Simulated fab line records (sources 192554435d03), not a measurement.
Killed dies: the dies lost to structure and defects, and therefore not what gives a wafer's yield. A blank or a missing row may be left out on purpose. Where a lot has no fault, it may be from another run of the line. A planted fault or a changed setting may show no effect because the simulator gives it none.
fab line records	flow n5_finfet
record lots=4	wafers=12	last_day=17
route steps=1938 shown FIN_CUT@166 BEOL_M4@1111
lots untouched by any fault: they come from a run of this same line in which no faults occurred
start_h: hours from the record's first day to the start of the lot's first wafer shown	wait_h: how many hours have passed since the lot's step before this one	" as in the row above	L1.1+2: a row that stands for several wafers	- no value, or no start given	* or withheld: withheld	< > ~ a bound
route shown NAME@n: names a module that has steps shown in the file, with the first one's number in the route	usual: mean/standard deviation taken from wafers without a fault	same: alike in all rows	chamber/n: place in a boat	sites: each site's reading	_std_site: standard deviation across them	_edge_site: outer sites' mean less inner sites'	radius_mm: for every site, how far away it sits from the centre of the wafer	mask NAME#n: copy n	behind: the tool/chamber that last shaped the wafer	hold: why the lot went on hold/how many hours it stayed there/how the hold came to an end	device: which transistor (n, p or np) failed to switch	end of line: tests run on the same wafers once the route is complete	a step with no rows: only its recipe	killed: the dies lost at the first sort to structure and to defects; this is not the yield of the wafer	map: the dies of a wafer, with x for killed, . for not killed, _ for no die there
set.NAME: the setting as run; set.NAME@STEP: as run at that earlier step	model.NAME: the simulator's own value behind a step, which no gauge read
a table for each step, a row for each wafer; lots at some steps of the route
services: from which hour (start_h, from the record's first day; less than 0 if before it) a tool's chamber was out of use, for how many hours, and why
## steps
# step N5_FIN_CUT_DESCUM_13
# recipe chemistry=O2	time_s=7	source_power_w=50	bias_power_w=20	pressure_mtorr=20	rf_frequency_hz=2.712e+07	temp_c=40	resist=CAR-EUV	o2_flow_sccm=225
# step N5_FIN_CUT_ETCH_30
# recipe chemistry=N2/H2	target=underlayer	target_depth_a=130	mask_material=CAR-EUV	time_s=10.4	ion_energy_ev=200	pressure_mtorr=30	source_w=840	bias_w=150	n2_flow_sccm=200	h2_flow_sccm=200	ends=cleared
# step N5_FIN_CUT_ETCH_20
# recipe chemistry=CF4	target=SiARC	target_depth_a=260	mask_material=CAR-EUV	time_s=43.3	ion_energy_ev=80	pressure_mtorr=40	source_w=545	bias_w=36	Ar_flow_sccm=100	cf4_flow_sccm=100	ends=cleared
# step N5_FIN_CUT_ETCH_21
# recipe chemistry=N2/H2	target=SOC	target_depth_a=2190	overetch_a=438	mask_material=SiARC	temp_c=40	ion_energy_ev=100	bias_w=61	time_s=523.5	pressure_mtorr=30	source_w=850	n2_flow_sccm=200	h2_flow_sccm=200
# step N5_FIN_CUT_STRIP_23
# recipe chemistry=N2/H2	temp_c=40	n2_flow_sccm=200	h2_flow_sccm=200	rf_frequency_hz=6e+07
# step N5_FIN_CUT_STRIP_31
# recipe chemistry=N2/H2	temp_c=40	n2_flow_sccm=200	h2_flow_sccm=200	rf_frequency_hz=6e+07
# step N5_FIN_CUT_STRIP_24
# recipe chemistry=CF4	resist=SiARC	power_w=300	bias_power_w=75	pressure_mtorr=50	cf4_flow_sccm=150	rf_frequency_hz=6e+07
# step N5_FIN_CUT_CUT_ETCH_26
# recipe chemistry=CH3F/O2	target=SiNx	target_depth_a=390	mask_material=SOC	time_s=55.7	pressure_mtorr=30	source_w=395	bias_w=73	Ar_flow_sccm=150	CH3F_flow_sccm=30	O2_flow_sccm=20	ion_energy_ev=120
# step N5_FIN_CUT_CUT_ETCH_27
# recipe chemistry=CHF3/O2	target=SiO2	target_depth_a=40	mask_material=SOC	overetch_a=20	time_s=4.9	pressure_mtorr=30	source_w=650	bias_w=170	Ar_flow_sccm=200	CHF3_flow_sccm=50	O2_flow_sccm=5	ion_energy_ev=200
# step N5_FIN_CUT_PRECLEAN_35
# recipe time_s=13.3	temp_c=45	pressure_torr=125	p_hf_torr=3	p_coreactant_torr=25	chemistry=vHF
# step N5_FIN_CUT_CUT_ETCH_15
# recipe chemistry=HBr/Cl2/O2	target=Si	target_depth_a=1000	bt_time_s=10	mask_material=SOC	time_s=42.4	ion_energy_ev=*	bias_w=*	pressure_mtorr=10	icp_w=800	HBr_flow_sccm=150	Cl2_flow_sccm=80	O2_flow_sccm=12
# usual HBr_flow_sccm=150.0/0.46	drypump_motor_current_A=5.7/0.48	oes_o_777_au=0.99/0.078	oes_product_au=0.994/0.012	rf_fwd_power_W=*	throttle_valve_pct=37.3/0.53
lot.wafer	tool	chamber	start_h	wait_h	HBr_flow_sccm	drypump_motor_current_A	oes_o_777_au	oes_product_au	rf_fwd_power_W	rf_hours_counter_h	throttle_valve_pct	model.FIN_CUT.feature_depth_nm	model.etch.depth_nm	model.SOC_of_FIN_CUT_COAT_18.thk_nm
L568.1	rie_si-04	2	32.71	0.1	149.8	5.1	0.99	1.001	*	71	37.6	102.6	102.6	169
L568.2	"	0	"	"	150.2	6.0	0.93	1.010	*	28	36.7	99.2	99.17	169.8
L568.5	"	2	"	"	149.8	5.1	0.99	0.987	*	-	37.6	102	101.9	170.6
L572.1	rie_si-04	1	58.88	0.1	150.8	5.9	0.85	0.964	*	186	38.1	77.2	77.25	178
L572.4	"	2	"	"	149.2	5.1	1.00	0.992	*	72	37.6	102.6	102.6	169
L572.5	"	2	"	"	149.6	5.1	1.01	0.970	*	-	37.6	80.6	80.64	177.2
L573.1	rie_si-04	1	64.81	0.1	149.8	5.9	0.86	0.966	*	186	38.0	76	75.98	180.2
L573.2	"	3	"	"	150.0	5.6	0.90	0.995	*	192	37.1	97.2	97.18	171.2
L573.4	"	2	"	"	150.3	5.1	1.00	0.986	*	72	37.6	100.2	100.2	171
L588.2	rie_si-01	0	156.07	0.1	150.1	6.4	1.02	0.982	*	9	36.3	97.6	97.55	171.4
L588.3	"	3	"	"	150.0	5.0	1.02	0.999	*	7	37.3	103.4	103.4	169
L588.5	"	0	"	"	149.8	6.4	1.01	0.988	*	-	36.3	97.6	97.63	171.4
# step N5_FIN_CUT_CUT_ETCH_28
# recipe chemistry=HBr/Cl2/O2	target=Si	target_depth_a=60	mask_material=SOC	time_s=2.4	ion_energy_ev=*	bias_w=*	pressure_mtorr=10	icp_w=800	HBr_flow_sccm=150	Cl2_flow_sccm=80	O2_flow_sccm=12
# usual HBr_flow_sccm=150.0/0.44	drypump_motor_current_A=5.7/0.48	oes_o_777_au=0.99/0.078	oes_product_au=0.994/0.012	rf_fwd_power_W=*	throttle_valve_pct=37.3/0.54
lot.wafer	tool	chamber	start_h	wait_h	HBr_flow_sccm	drypump_motor_current_A	oes_o_777_au	oes_product_au	rf_fwd_power_W	rf_hours_counter_h	throttle_valve_pct	model.SOC_of_FIN_CUT_COAT_18.thk_nm
L568.1	rie_si-04	2	32.76	0.0	149.8	5.1	1.00	1.000	*	71	37.5	167.2
L568.2	"	0	"	"	150.0	5.9	0.92	1.006	*	28	36.7	168
L568.5	"	2	"	"	150.7	5.1	1.00	0.988	*	-	37.6	168.8
L572.1	rie_si-04	1	58.94	0.0	149.2	5.9	0.85	0.987	*	186	38.0	176.2
L572.4	"	2	"	"	150.7	5.1	1.01	0.990	*	72	37.6	167.2
L572.5	"	2	"	"	150.1	5.1	1.00	0.994	*	-	37.6	175.6
L573.1	rie_si-04	1	64.87	0.0	148.9	5.9	0.86	0.990	*	186	38.0	178.4
L573.2	"	3	"	"	149.4	5.6	0.90	1.000	*	192	37.1	169.6
L573.4	"	2	"	"	149.7	5.1	1.01	0.992	*	72	37.6	169.4
L588.2	rie_si-01	0	156.12	0.0	150.1	6.4	1.02	0.989	*	9	36.3	169.8
L588.3	"	3	"	"	149.5	5.0	1.01	0.997	*	7	37.3	167.2
L588.5	"	0	"	"	150.0	6.4	1.02	0.991	*	-	36.3	169.6
# step N5_FIN_CUT_STRIP_22
# recipe chemistry=N2/H2	power_w=500	temp_c=40	pressure_mtorr=50	rf_frequency_hz=6e+07	overash_fraction=0.3	bias_power_w=8	h2_frac=0.5	n2_flow_sccm=300	h2_flow_sccm=300
# step N5_BEOL_M4_RC_MEAS_101
# usual DIBL_N=37.5/2.5	DIBL_P=38/3.1	IOFF_N=0.19/0.059	IOFF_P=0.24/0.061	ION_N=679/16	ION_P=465/9.8	SS_N=72.0/0.8	SS_P=73.7/0.86	VT_N=248/4.5	VT_P=-249/3.5
lot.wafer	tool	chamber	start_h	wait_h	DIBL_N[mV/V]	DIBL_P[mV/V]	IOFF_N[nA/um]	IOFF_P[nA/um]	ION_N[uA/um]	ION_P[uA/um]	SS_N[mV/dec]	SS_P[mV/dec]	VT_N[mV]	VT_P[mV]
L568.1	prober-02	0	169.76	0.0	37.1	39	0.19	0.25	682	466	71.6	73.0	248	-248
L568.2	"	0	"	"	33.9	35	0.13	0.19	666	461	71.2	72.9	255	-249
L568.5	"	0	"	"	38.0	40	0.21	0.28	687	466	72.3	73.5	247	-247
L572.1	prober-02	0	191.79	0.0	36.9	36	0.16	0.21	679	465	70.7	72.8	249	-249
L572.4	"	0	"	"	33.8	34	0.12	0.18	648	452	70.1	72.9	254	-251
L572.5	"	0	"	"	33.0	32	0.11	0.16	653	453	70.1	72.5	255	-252
L573.1	prober-01	0	215.28	0.0	39.4	41	0.22	0.28	692	471	72.9	74.1	248	-248
L573.2	"	0	"	"	42.2	45	0.33	0.38	704	473	73.8	75.4	241	-243
L573.4	"	0	"	"	42.3	44	0.35	0.34	714	472	74.2	75.5	240	-243
L588.2	prober-01	0	310.58	0.2	43.1	44	0.36	0.33	707	474	73.5	74.9	239	-246
L588.3	"	0	"	"	38.4	39	0.19	0.22	678	460	71.5	74.5	250	-252
L588.5	"	0	"	"	38.9	38	0.22	0.23	681	459	72.7	74.1	247	-251
## services
tool	chamber	start_h	hours	kind
rie_si-04	3	147.30	-	clean
rie_si-04	3	147.30	15.8	scheduled_down
rie_si-04	3	147.30	15.8	vent_cycle
## key
first_sign step=N5_FIN_CUT_CUT_ETCH_15	reading=oes_product_au	direction=down	sigmas=2.2	usual=0.994	struck=0.966
effect none on later readings
model_effect step=N5_FIN_CUT_CUT_ETCH_15	value=FIN_CUT.feature_depth_nm	without=99.07	struck=77.93
model_effect step=N5_FIN_CUT_CUT_ETCH_28	value=SOC_of_FIN_CUT_COAT_18.thk_nm	without=168.8	struck=176.7
met_at N5_FIN_CUT_CUT_ETCH_15
struck_wafers L572.1,L572.5,L573.1
onset_between 32.71 58.88
fault kind=process_parameter_drift	tool=rie_si-04	chamber=-	onset_h=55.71	steps=N5_FIN_CUT_CUT_ETCH_15	channel=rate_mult	offset=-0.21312	shape=step	end_h=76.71	scope=struck_wafers_only
